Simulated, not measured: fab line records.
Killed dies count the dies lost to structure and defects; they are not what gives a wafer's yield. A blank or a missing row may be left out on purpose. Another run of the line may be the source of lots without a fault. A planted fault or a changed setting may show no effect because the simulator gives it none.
fab line records	flow nand-harc
record lots=6	wafers=17	last-day=24
route steps=1159 shown A_WL_FILL@820 END@1159
lots untouched by any fault: they come from a run of this same line in which no faults occurred
start-h: the number of hours between the record's first day and the start of the first shown wafer of the lot	wait-h: time in hours since the lot's previous step	" repeats the value in the row above	L1.1+2: a single row standing in for several wafers	- either no value or no given start	* or withheld: withheld	< > ~ a bound
route shown NAME@n: NAME is a module with steps in the file, n the number in the route of the first one	usual: mean and standard deviation over wafers with no fault	same: alike in all rows	chamber/n: place in a boat	sites: per-site readings	_std_site: the standard deviation of these	_edge_site: mean of outer sites minus mean of inner sites	radius-mm: for every site, how far away it sits from the centre of the wafer	mask NAME#n: copy n	behind: the tool/chamber that last shaped the wafer	hold: what put the lot on hold/how long, in hours/how the hold closed	device: names the non-switching transistor (n, p or np)	end of line: the same wafers' tests at the end of the route	a step given without rows: its recipe and nothing more	killed: at the first sort, the dies lost to defects and structure; wafer yield is something else	map: a wafer's dies, x killed, . not, _ none there
set.NAME: the run value of the setting; set.NAME@STEP: its run value at that earlier step	model.NAME: the simulator's own value behind a step, which no gauge read
lots at selected steps of the route; one table per step, one row per wafer
services: the hour from which a tool's chamber was out of use, counted from the record's first day as start-h (under 0 if before that day), plus the number of hours and why
## steps
# step NHARC_A_WL_FILL_ANNEAL_08
# recipe temp-c=450	time-s=1800
# step NHARC_A_WL_FILL_ALD_10
# recipe target-thk-a=500	pulse-time-s=10	ald-cycles=500	temp-c=300	material=SiO2
# usual ald-cycles=500/0	heater-power-w=470/41	precursor-pulse-height-rel=1.001/0.019	susceptor-temp-C=300.01/0.2
lot.wafer	tool	chamber	start-h	wait-h	ald-cycles	heater-power-w	precursor-pulse-height-rel	susceptor-temp-C
L498.2	ald-hk-01	1	345.96	0.1	500	424	1.001	300.25
L498.4	"	3	346.98	1.1	500	482	0.988	299.97
L498.1	"	0	"	"	500	495	1.014	300.21
L500.1	ald-hk-02	0	346.46	0.6	500	468	0.986	299.91
L500.6	"	3	347.98	2.1	500	499	1.002	300.04
L500.5	"	0	"	"	500	468	0.956	299.96
L504.2	ald-hk-04	2	402.51	3.9	500	530	0.991	299.70
L504.4	"	3	"	"	500	466	0.976	299.91
L504.5	"	0	"	"	500	449	0.993	300.19
L506.3	ald-hk-01	3	402.77	0.7	500	466	1.028	300.03
L506.5	"	0	405.31	3.3	500	495	1.014	300.20
L505.2	ald-hk-02	0	403.76	1.7	500	479	1.043	299.91
L505.4	"	1	"	"	500	458	0.995	299.83
L505.5	"	1	406.35	4.3	500	466	0.990	300.18
L515.2	ald-hk-01	1	465.16	0.1	500	439	0.951	300.02
L515.1	"	2	"	"	500	396	1.002	300.26
L515.3	"	3	"	"	500	498	0.986	300.14
# step NHARC_A_WL_FILL_ETCHBACK_16
# recipe target-depth-a=880	time-s=17.6	c4f8-flow-sccm=withheld	o2-flow-sccm=8	ar-flow-sccm=withheld	rf-w=600	bias-w=800	chemistry=C4F8/O2/Ar
# usual oes-product-au=0.989/0.029	rf-vpp-V=724/4.7
lot.wafer	tool	chamber	start-h	wait-h	oes-product-au	rf-hours-counter-h	rf-vpp-V
L500.1	rie-diel-12	2	-	-	0.943	2.9	722
L500.6	"	1	"	"	0.930	-	721
L500.5	"	2	"	"	0.944	-	720
L498.4	rie-diel-10	1	-	-	1.002	5.2	729
L498.1	"	2	"	"	0.985	6.6	721
L498.2	"	0	"	"	1.010	6.6	715
L504.4	rie-diel-02	0	-	-	0.992	4.4	725
L504.2	"	2	"	"	1.006	4.6	723
L504.5	"	0	"	"	0.997	-	725
L506.3	rie-diel-12	2	-	-	1.022	0.3	719
L506.5	"	1	"	"	1.010	-	720
L505.2	rie-diel-10	2	-	-	0.990	1.5	720
L505.4	"	0	"	"	0.995	1.4	717
L505.5	"	2	"	"	0.993	-	721
L515.2	rie-diel-10	3	-	-	1.018	4.3	727
L515.1	"	1	"	"	1.000	4.0	730
L515.3	"	2	"	"	1.012	4.3	720
# step NHARC_A_WL_FILL_STRIP_29
# recipe time-s=20	o2-flow-sccm=500	ar-flow-sccm=0	bias-w=0	chemistry=O2
# step NHARC_A_WL_FILL_ETCHBACK_17
# recipe target-depth-a=40	time-s=26.7	chemistry=Cl2/BCl3
# usual drypump-motor-current-A=5.9/0.53	oes-product-au=0.999/0.014
lot.wafer	tool	chamber	start-h	wait-h	drypump-motor-current-A	oes-product-au	rf-hours-counter-h
L500.1	rie-metal-01	0	350.74	-	5.7	1.004	0.7
L500.6	"	1	"	"	5.4	0.991	-
L500.5	"	0	"	"	5.7	0.994	-
L498.2	rie-metal-03	1	350.78	-	6.8	0.999	2.2
L498.1	"	0	"	"	5.4	1.005	2.2
L498.4	"	0	"	"	5.4	1.011	-
L504.2	rie-metal-03	1	406.29	-	6.8	1.004	3.3
L504.4	"	0	"	"	5.4	1.008	-
L504.5	"	0	"	"	5.4	1.004	-
L506.3	rie-metal-01	1	407.59	-	5.4	0.997	-
L506.5	"	0	"	"	5.7	0.980	-
L505.2	rie-metal-02	0	408.60	-	6.6	0.986	0.4
L505.4	"	0	"	"	6.6	0.983	-
L505.5	"	0	"	"	6.6	0.980	-
L515.1	rie-metal-01	1	470.04	-	5.4	1.015	3.6
L515.2	"	0	"	"	5.6	0.984	3.6
L515.3	"	1	"	"	5.4	1.006	-
# step NHARC_A_WL_FILL_PRECLEAN_18
# recipe time-s=30	chemistry=dHF
# step NHARC_A_WL_FILL_SRD_21
# step NHARC_A_WL_FILL_CVD_23
# recipe target-thk-a=400	temp-c=620	pressure-mtorr=200	time-s=800	material=poly-Si
# step NHARC_A_WL_FILL_ETCHBACK_26
# recipe target-depth-a=520	time-s=13.3	hbr-flow-sccm=150	rf-w=350	icp-w=350	bias-w=60	chemistry=HBr
# usual drypump-motor-current-A=5.8/0.39	oes-product-au=1.002/0.0094	throttle-valve-pct=23.266/0.0097
lot.wafer	tool	chamber	start-h	wait-h	drypump-motor-current-A	oes-product-au	rf-hours-counter-h	throttle-valve-pct
L500.1	rie-si-06	1	355.87	0.4	5.6	1.003	1.1	23.266
L500.5	"	1	"	"	5.6	0.992	-	23.261
L500.6	"	2	"	"	5.6	1.003	-	23.267
L498.1	rie-si-03	3	355.87	0.4	6.0	0.986	0.1	23.269
L498.2	"	1	"	"	5.7	0.990	0.1	23.256
L498.4	"	2	"	"	5.4	0.999	0.1	23.261
L505.2	rie-si-06	0	411.67	0.4	6.5	1.003	0.4	23.261
L505.4	"	1	"	"	5.6	1.007	0.2	23.265
L505.5	"	1	"	"	5.6	0.997	-	23.268
L504.2	rie-si-04	3	411.67	0.4	5.5	0.991	0.9	23.255
L504.5	"	0	"	"	5.8	0.995	-	23.282
L504.4	"	1	"	"	6.1	1.012	-	23.266
L506.3	rie-si-03	3	411.71	0.4	6.0	1.004	0.4	23.252
L506.5	"	1	"	"	5.7	1.001	-	23.265
L515.1	rie-si-04	0	475.34	0.4	5.8	1.008	0.0	23.278
L515.3	"	1	"	"	6.0	1.012	0.1	23.250
L515.2	"	3	"	"	5.5	1.016	0.0	23.263
# step NHARC_A_WL_FILL_PRECLEAN_30
# recipe time-s=10	chemistry=dHF
# step NHARC_A_WL_FILL_SRD_14
# step NHARC_A_WL_FILL_ALD_19
# recipe target-thk-a=20	pulse-time-s=3	ald-cycles=100	temp-c=450	material=TiN
# usual ald-cycles=100/0	heater-power-w=1108/130	precursor-pulse-height-rel=0.999/0.019	susceptor-temp-C=449.98/0.25
lot.wafer	tool	chamber	start-h	wait-h	ald-cycles	heater-power-w	precursor-pulse-height-rel	susceptor-temp-C
L498.4	ald-metal-01	1	356.15	0.1	100	1219	1.021	450.03
L498.2	"	2	"	"	100	1145	1.026	450.39
L498.1	"	3	"	"	100	1290	1.035	449.80
L500.1	ald-metal-03	1	356.17	0.1	100	1175	0.987	450.03
L500.6	"	3	"	"	100	1227	0.963	449.79
L500.5	"	0	"	"	100	837	0.994	449.84
L504.2	ald-metal-03	0	411.98	0.1	100	837	0.992	450.40
L504.4	"	2	"	"	100	1085	0.973	449.91
L504.5	"	0	"	"	100	856	1.001	450.04
L505.4	ald-metal-01	2	412.00	0.2	100	1191	0.986	450.02
L505.2	"	3	"	"	45	1276	1.012	450.05
L505.5	"	0	"	"	100	1117	0.994	449.97
L506.3	ald-metal-01	3	412.14	0.2	45	1276	0.976	450.01
L506.5	"	1	"	"	100	1239	0.992	450.18
L515.1	ald-metal-03	0	475.63	0.1	100	845	0.974	450.01
L515.2	"	1	"	"	100	1178	1.031	450.34
L515.3	"	2	"	"	100	1052	1.007	450.36
# step NHARC_A_WL_FILL_CVD_20
# recipe target-thk-a=750	temp-c=300	pressure-torr=40	wf6-flow-sccm=40	h2-flow-sccm=1600	ar-flow-sccm=1560	time-s=5064	material=W
# usual chamber-pressure-Torr=40.01/0.088	heater-power-w=500/71	susceptor-temp-C=300.04/0.21	throttle-valve-pct=7.67/0.24
lot.wafer	tool	chamber	start-h	wait-h	chamber-pressure-Torr	heater-power-w	susceptor-temp-C	throttle-valve-pct
L500.1	cvd-w-02	0	-	-	39.87	461	299.80	7.52
L500.6	"	0	"	"	40.04	458	299.86	8.04
L500.5	"	1	"	"	39.99	612	300.10	7.78
L498.2	cvd-w-01	0	-	-	40.17	500	300.46	7.18
L498.1	"	1	"	"	40.06	418	300.39	7.85
L498.4	"	0	"	"	40.04	508	300.25	7.22
L505.2	cvd-w-02	0	-	-	40.03	463	299.66	7.64
L505.4	"	1	"	"	40.08	597	300.00	7.53
L505.5	"	1	"	"	40.02	589	299.88	7.42
L504.2	cvd-w-01	0	-	-	39.98	505	299.99	7.39
L504.4	"	0	"	"	40.03	507	299.73	7.31
L504.5	"	1	"	"	40.14	425	299.74	8.00
L506.3	cvd-w-02	0	-	-	39.87	461	300.01	7.56
L506.5	"	0	"	"	39.91	477	299.71	7.87
L515.2	cvd-w-02	0	-	-	40.04	460	299.91	7.74
L515.1	"	1	"	"	40.11	608	300.18	7.74
L515.3	"	1	"	"	39.97	611	300.08	7.53
# step NHARC_END_SORT_01
# recipe temp-c=25
# usual killed-at-array=27/10	killed-at-other=0.6/0.96	killed-at-periphery=3.4/2.7	killed-dies=31/10	killed-open=2.9/1.8	killed-short=1.8/1.4
# same gross-dies=677
lot.wafer	tool	chamber	start-h	wait-h	killed-at-array	killed-at-other	killed-at-periphery	killed-dies	killed-open	killed-short
L498.1	prober-02	0	457.19	2.5	20	0	4	24	0	0
L498.2	prober-02	0	457.98	2.8	25	3	2	30	1	2
L498.4	prober-02	0	459.55	3.4	25	0	3	28	0	0
L505.2	prober-01	0	493.60	2.8	665	1	11	677	2	3
L505.4	prober-01	0	495.21	3.4	24	1	10	35	6	4
L505.5	prober-01	0	496.02	3.7	20	0	11	31	5	4
L506.3	prober-02	0	502.88	3.1	670	0	7	677	11	3
L506.5	prober-02	0	504.47	3.7	40	0	2	42	7	1
L515.1	prober-01	0	563.56	2.5	22	0	1	23	4	0
L515.2	prober-01	0	564.37	2.8	32	0	1	33	4	0
L515.3	prober-01	0	565.18	3.1	24	0	0	24	3	1
# killed by level:class
L498.1 A_CHANNEL_HOLE_D1:chamber-film-flake=7 A_SLIT:chamber-film-flake=7 P_STI:chamber-film-flake=2 P_GATE:chamber-film-flake=2 A_CHANNEL_FILL_D1:chamber-film-flake=2 A_STAIRCASE:chamber-film-flake=2 A_ZERO_WELL:chamber-film-flake=1 A_WL_FILL:chamber-film-flake=1
L498.2 A_CHANNEL_HOLE_D1:chamber-film-flake=10 A_SLIT:chamber-film-flake=8 THIN_TSV:chamber-film-flake=3 A_ONON_D1:geometric-particle:open=1 A_SGD_CUT:geometric-particle:short=1 A_WL_FILL:geometric-particle:short=1 P_ZERO_WELL:chamber-film-flake=1 P_GATE:chamber-film-flake=1
L498.4 A_SLIT:chamber-film-flake=10 A_CHANNEL_HOLE_D1:chamber-film-flake=7 A_CHANNEL_FILL_D1:chamber-film-flake=3 A_STAIRCASE:chamber-film-flake=3 P_STI:chamber-film-flake=1 P_GATE:chamber-film-flake=1 P_BONDPAD:chamber-film-flake=1 A_ZERO_WELL:chamber-film-flake=1
L505.2 A_WL_FILL:area-ald=646 P_ZERO_WELL:chamber-film-flake=6 A_CHANNEL_HOLE_D1:chamber-film-flake=6 A_SLIT:chamber-film-flake=3 P_M2:chamber-film-flake=3 A_WL_FILL:chamber-film-flake=3 A_ONON_D1:geometric-particle:open=1 A_ONON_D1:geometric-particle:short=1
L505.4 A_STAIRCASE:chamber-film-flake=5 P_ZERO_WELL:chamber-film-flake=4 P_M1:chamber-film-flake=4 A_CHANNEL_HOLE_D1:chamber-film-flake=4 A_CONTACT:geometric-particle:open=3 A_WL_FILL:chamber-film-flake=3 A_WL_FILL:geometric-particle:short=2 A_ONON_D1:geometric-particle:short=1
L505.5 P_ZERO_WELL:chamber-film-flake=4 P_M1:chamber-film-flake=4 A_CHANNEL_HOLE_D1:chamber-film-flake=4 A_STAIRCASE:chamber-film-flake=3 A_CHANNEL_FILL_D1:geometric-particle:open=2 P_GATE:chamber-film-flake=2 A_WL_FILL:chamber-film-flake=2 P_CONTACT:geometric-particle:open=1
L506.3 A_WL_FILL:area-ald=619 A_SLIT:chamber-film-flake=23 A_CHANNEL_HOLE_D1:chamber-film-flake=12 A_STAIRCASE:chamber-film-flake=6 P_M0:geometric-particle:open=3 P_CONTACT:geometric-particle:open=2 A_CONTACT:chamber-film-flake=2 P_GATE:geometric-particle:short=1
L506.5 A_CHANNEL_HOLE_D1:chamber-film-flake=15 A_SLIT:chamber-film-flake=15 A_STAIRCASE:chamber-film-flake=3 A_CONTACT:geometric-particle:open=2 P_GATE:geometric-particle:open=1 P_M0:geometric-particle:open=1 A_ONON_D1:geometric-particle:open=1 A_CHANNEL_FILL_D1:geometric-particle:open=1
L515.1 A_CHANNEL_HOLE_D1:chamber-film-flake=10 A_CONTACT:geometric-particle:open=3 A_CONTACT:chamber-film-flake=3 A_M1:chamber-film-flake=3 A_WL_FILL:chamber-film-flake=2 P_M0:geometric-particle:open=1 A_STAIRCASE:chamber-film-flake=1
L515.2 A_CHANNEL_HOLE_D1:chamber-film-flake=15 A_CONTACT:chamber-film-flake=9 A_M1:chamber-film-flake=2 A_ONON_D1:geometric-particle:open=1 A_CHANNEL_HOLE_D1:geometric-particle:open=1 A_SGD_CUT:geometric-particle:open=1 A_M0:geometric-particle:open=1 P_M1:chamber-film-flake=1
L515.3 A_CHANNEL_HOLE_D1:chamber-film-flake=13 A_WL_FILL:chamber-film-flake=4 A_ONON_D1:geometric-particle:open=1 A_CONTACT:geometric-particle:short=1 A_CONTACT:geometric-particle:open=1 A_BLC:geometric-particle:open=1 A_STAIRCASE:chamber-film-flake=1 A_SGD_CUT:chamber-film-flake=1
# map L505.2 (x killed, . not)
____________x____________
_________xxxxxxx_________
_______xxxxxxxxxxx_______
______xxxxxxxxxxxxx______
_____xxxxxxxxxxxxxxx_____
____xxxxxxxxxxxxxxxxx____
____xxxxxxxxxxxxxxxxx____
___xxxxxxxxxxxxxxxxxxx___
___xxxxxxxxxxxxxxxxxxx___
__xxxxxxxxxxxxxxxxxxxxx__
__xxxxxxxxxxxxxxxxxxxxx__
_xxxxxxxxxxxxxxxxxxxxxxx_
_xxxxxxxxxxxxxxxxxxxxxxx_
_xxxxxxxxxxxxxxxxxxxxxxx_
_xxxxxxxxxxxxxxxxxxxxxxx_
_xxxxxxxxxxxxxxxxxxxxxxx_
xxxxxxxxxxxxxxxxxxxxxxxxx
xxxxxxxxxxxxxxxxxxxxxxxxx
xxxxxxxxxxxxxxxxxxxxxxxxx
xxxxxxxxxxxxxxxxxxxxxxxxx
xxxxxxxxxxxxxxxxxxxxxxxxx
_xxxxxxxxxxxxxxxxxxxxxxx_
_xxxxxxxxxxxxxxxxxxxxxxx_
_xxxxxxxxxxxxxxxxxxxxxxx_
_xxxxxxxxxxxxxxxxxxxxxxx_
_xxxxxxxxxxxxxxxxxxxxxxx_
__xxxxxxxxxxxxxxxxxxxxx__
__xxxxxxxxxxxxxxxxxxxxx__
___xxxxxxxxxxxxxxxxxxx___
___xxxxxxxxxxxxxxxxxxx___
____xxxxxxxxxxxxxxxxx____
____xxxxxxxxxxxxxxxxx____
_____xxxxxxxxxxxxxxx_____
______xxxxxxxxxxxxx______
_______xxxxxxxxxxx_______
_________xxxxxxx_________
____________x____________
# map L506.3 (x killed, . not)
____________x____________
_________xxxxxxx_________
_______xxxxxxxxxxx_______
______xxxxxxxxxxxxx______
_____xxxxxxxxxxxxxxx_____
____xxxxxxxxxxxxxxxxx____
____xxxxxxxxxxxxxxxxx____
___xxxxxxxxxxxxxxxxxxx___
___xxxxxxxxxxxxxxxxxxx___
__xxxxxxxxxxxxxxxxxxxxx__
__xxxxxxxxxxxxxxxxxxxxx__
_xxxxxxxxxxxxxxxxxxxxxxx_
_xxxxxxxxxxxxxxxxxxxxxxx_
_xxxxxxxxxxxxxxxxxxxxxxx_
_xxxxxxxxxxxxxxxxxxxxxxx_
_xxxxxxxxxxxxxxxxxxxxxxx_
xxxxxxxxxxxxxxxxxxxxxxxxx
xxxxxxxxxxxxxxxxxxxxxxxxx
xxxxxxxxxxxxxxxxxxxxxxxxx
xxxxxxxxxxxxxxxxxxxxxxxxx
xxxxxxxxxxxxxxxxxxxxxxxxx
_xxxxxxxxxxxxxxxxxxxxxxx_
_xxxxxxxxxxxxxxxxxxxxxxx_
_xxxxxxxxxxxxxxxxxxxxxxx_
_xxxxxxxxxxxxxxxxxxxxxxx_
_xxxxxxxxxxxxxxxxxxxxxxx_
__xxxxxxxxxxxxxxxxxxxxx__
__xxxxxxxxxxxxxxxxxxxxx__
___xxxxxxxxxxxxxxxxxxx___
___xxxxxxxxxxxxxxxxxxx___
____xxxxxxxxxxxxxxxxx____
____xxxxxxxxxxxxxxxxx____
_____xxxxxxxxxxxxxxx_____
______xxxxxxxxxxxxx______
_______xxxxxxxxxxx_______
_________xxxxxxx_________
____________x____________
## services
tool	chamber	start-h	hours	kind
ald-metal-03	-	322.00	10.0	pm
rie-diel-12	1	322.37	1.8	repair
rie-si-06	0	330.25	2.1	repair
rie-metal-01	-	332.00	9.0	pm
rie-si-03	-	332.00	9.0	pm
rie-diel-12	-	334.63	0.2	repair
rie-diel-10	-	353.52	9.0	pm
rie-si-06	-	360.09	9.0	pm
ald-hk-01	-	372.12	0.6	repair
rie-diel-12	-	379.41	9.0	pm
cvd-w-02	-	380.12	13.0	pm
ald-metal-03	-	382.98	0.6	repair
ald-metal-03	3	400.66	3.0	repair
rie-si-04	2	407.22	8.1	repair
rie-si-04	3	431.12	11.9	repair
ald-metal-03	3	432.97	4.4	repair
rie-metal-03	-	453.00	9.0	pm
rie-si-04	-	453.00	9.0	pm
ald-hk-02	-	457.18	1.0	repair
ald-metal-01	-	458.02	10.0	pm
ald-hk-02	-	460.21	10.0	pm
rie-metal-01	-	462.01	0.3	repair
rie-metal-03	1	475.34	7.7	repair
cvd-w-01	-	476.88	13.0	pm
## key
first-sign step=NHARC_A_WL_FILL_ALD_19	reading=ald-cycles	direction=down	sigmas=99+	usual=100	struck=45
effect step=NHARC_END_SORT_01	reading=killed-dies	direction=up	sigmas=65	usual=31	struck=677
more-kills-born-at NHARC_A_WL_FILL_ALD_19@ald-metal-01=1265
met-at NHARC_A_WL_FILL_ALD_19
struck-wafers L505.2,L506.3
later-rows-left-out L505.2,L506.3
tester-left-out L505,L506
fault kind=process-parameter-drift	tool=ald-metal-01	chamber=-	onset-h=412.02	steps=NHARC_A_WL_FILL_ALD_19	channel=ald-cycles	offset=-55	shape=step	end-h=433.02	scope=struck-wafers-only	acts-in=these-recipes-only	stated=100
# tester-left-out: of these lots the tester's yield and bins aren't shown, on N5 and GAA mostly nor the transistor test; their killed dies are dies lost to structure and defects alone, not to doping, threshold or leakage, so they don't give the yield
# later-rows-left-out: the simulator's readings of these wafers behind a module that went badly wrong aren't trusted and aren't shown, but for the sort
